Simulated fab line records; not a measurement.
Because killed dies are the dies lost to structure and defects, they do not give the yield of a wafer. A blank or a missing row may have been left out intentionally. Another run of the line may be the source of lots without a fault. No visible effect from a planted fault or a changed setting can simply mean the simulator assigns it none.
Problem report in the 8D (eight disciplines) form, filled by code -- flow n5Finfet -- the parts of the form that need people (team, actions taken, sign-off) are left out

== 1. WHAT IS WRONG ==
killedAtFrontEnd at N5_PASSIVATION_PROBE_49 reads a mean of 152 on 6 wafers of 2 lots; wafers without a fault read 38 with a standard deviation of 12. Relative to the usual mean, that is a shift of +9.5 standard deviations.
The first sign was on wafer L487.1 at day 15 07:01, on prober-02. The record holds 18 wafers of 6 lots with a number at this step. By rule, "out" or "out of limits" means more than 4 standard deviations away from the usual mean. The rest of the wafers with a number are treated as sound.

== 2. WHAT IT IS, AND WHAT IT ISN'T ==
question,is,is not
which readings at this step,"killedAtFrontEnd, defectLimitedYield, sort_bin_5_function, sortYieldPct","killed_at_M0_to_M3, killed_at_M4_up, killedAtContacts, killedAtOther, killedOpen"
which lots,"L486, L487","L477, L478, L482, L498"
which wafers of those lots,all that have a number,-
read on which tools,"prober-01, prober-02",-
when,from day 15 07:01,up to then (9 sound wafers); but 3 sound wafers of L498 came after

== 3. THE SUSPECTS, EACH WITH WHAT RULES IT OUT ==
Counting: a tool at a process step up to the reading stays a suspect if it ran every lot that is out and no sound lot after the first of them.
- aldMetal-03 at N5_HKMG_FIN_ALD_21 (deposits TiN, target thk 1.5 nm, pulse time 1 s, purge time 3 s): kept. It processed each lot that is out, first L486 at day 6 15:22, and no sound lot thereafter; up to then, the last sound lot it processed was L482 at day 5 15:54.
The count leaves aldMetal-03 at N5_HKMG_FIN_ALD_21.

== 4. THE CAUSE (what the simulator had put in) ==
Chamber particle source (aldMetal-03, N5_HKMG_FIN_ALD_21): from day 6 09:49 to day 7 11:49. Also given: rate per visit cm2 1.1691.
After counting, this tool was the only one left.

== 5. THE EFFECT CHAIN, in route order ==
Each row: a reading where the mean over the struck wafers with a number is more than 3 standard deviations away from the usual. Readings are gone through only where the record gives a usual standard deviation; hours: the median, over the lots, of the time from a lot's start at the first step in this table giving one to that lot's start at this step; sigmas: the change measured in usual standard deviations.
hours,step,reading,usual,on struck wafers,change,sigmas
0,N5_PASSIVATION_PROBE_49,defectLimitedYield,91.2 %,82.2,-9.0,-5.7
0,N5_PASSIVATION_PROBE_49,killedAtFrontEnd,38,152,+114,+9.5
0,N5_PASSIVATION_PROBE_49,killedDies,104,211,+107,+5.6
0,N5_PASSIVATION_PROBE_49,sort_bin_5_function,5.2 %,10.9,+5.7,+5.8
0,N5_PASSIVATION_PROBE_49,sortNPass,1076,969,-107,-5.6
0,N5_PASSIVATION_PROBE_49,sortYieldPct,91.2 %,82.2,-9.0,-5.7
It contains these process steps:
- N5_PASSIVATION_PROBE_49

== 6. HOW IT WOULD HAVE BEEN CAUGHT EARLIER ==
In this record no reading fell out of limits until day 15 07:01, 213 hours after the fault had begun at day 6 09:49.
An alarm limit of 4 standard deviations would not have fired on the tool readings at N5_HKMG_FIN_ALD_21 for which the record gives a usual standard deviation, since none of them was out on any struck wafer.
By day 15 07:01, every lot that is out (2) had started N5_HKMG_FIN_ALD_21 on aldMetal-03. None of them would have been spared by holding the tool at that moment.
